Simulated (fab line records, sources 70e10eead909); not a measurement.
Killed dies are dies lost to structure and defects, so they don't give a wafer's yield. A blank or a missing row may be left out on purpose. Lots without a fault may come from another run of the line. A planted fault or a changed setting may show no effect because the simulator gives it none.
Problem report in the 8D (eight disciplines) form, filled by code | flow nand_harc | the parts of the form that need people (team, actions taken, sign-off) are left out

1. THE PROBLEM
killed_dies at NHARC_END_SORT_01 reads a mean of 104 on 6 wafers of 2 lots; wafers without a fault read 32 with a standard deviation of 8.7. That is +8.3 standard deviations from the usual mean.
First seen on wafer L420.2, day 21 05:57, on prober-02. The record holds 9 wafers of 3 lots with a number at this step. Rule for "out", or "out of limits": more than 4 standard deviations from the usual mean. The other wafers with a number count as sound.

2. WHAT IT IS AND WHAT IT IS NOT
question                    | is                           | is not
which readings at this step | killed_dies, killed_at_array | killed_open, killed_short
which lots                  | L420, L423                   | L435
which wafers of those lots  | all that have a number       | -
read on which gauges        | prober-01, prober-02         | -
when                        | from day 21 05:57            | up to then (0 sound wafers); but 3 sound wafers of L435 came after

3. SUSPECTS, AND WHAT RULES EACH OUT
Counting: a tool at a process step up to the reading stays a suspect if it ran every lot that is out and no sound lot after the first of them.
- the gauge at NHARC_END_SORT_01: ruled out. The wafers that are out were read on 2 gauges (prober-01, prober-02).
- har_cap_etch-02 at NHARC_A_CONTACT_ETCH_139 (etches the open film in C4F8/O2/Ar, time 137 s, target depth 590 nm): kept. It ran every lot that is out, first L420 (day 18 21:54), and no sound lot after that.
- rtp_anneal-01 at NHARC_A_BONDPAD_ANNEAL_28 (time 90 s): kept. It ran every lot that is out, first L420 (day 20 00:34), and no sound lot after that.
Left after counting: har_cap_etch-02 at NHARC_A_CONTACT_ETCH_139, rtp_anneal-01 at NHARC_A_BONDPAD_ANNEAL_28.

4. THE CAUSE (what the simulator had put in)
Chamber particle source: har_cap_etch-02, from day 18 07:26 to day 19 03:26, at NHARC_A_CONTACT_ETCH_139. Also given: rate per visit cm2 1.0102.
Counting left 2 suspects, and this tool is among them.

5. THE CHAIN OF EFFECTS, in route order
Each row: a reading whose mean over the struck wafers that have a number lies more than 3 standard deviations from the usual. Only readings for which the record gives a usual standard deviation are gone through. hours: the time from each lot's start at the first step in this table that gives one to its start at this step, as a median over the lots. sigmas: the change in usual standard deviations.
hours | step              | reading         | usual | on struck wafers | change | sigmas
0     | NHARC_END_SORT_01 | killed_at_array | 28    | 98               | +70    | +8.1
0     | NHARC_END_SORT_01 | killed_dies     | 32    | 104              | +72    | +8.3

6. WHAT WOULD HAVE CAUGHT IT SOONER
In this record the first reading out of limits at a measuring or inspecting step was taken at day 21 05:57, 71 hours after the fault began at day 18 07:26.
All the lots that are out (2) had begun NHARC_A_CONTACT_ETCH_139 on har_cap_etch-02 by day 21 05:57. A hold on the tool at that time would have spared none of them.
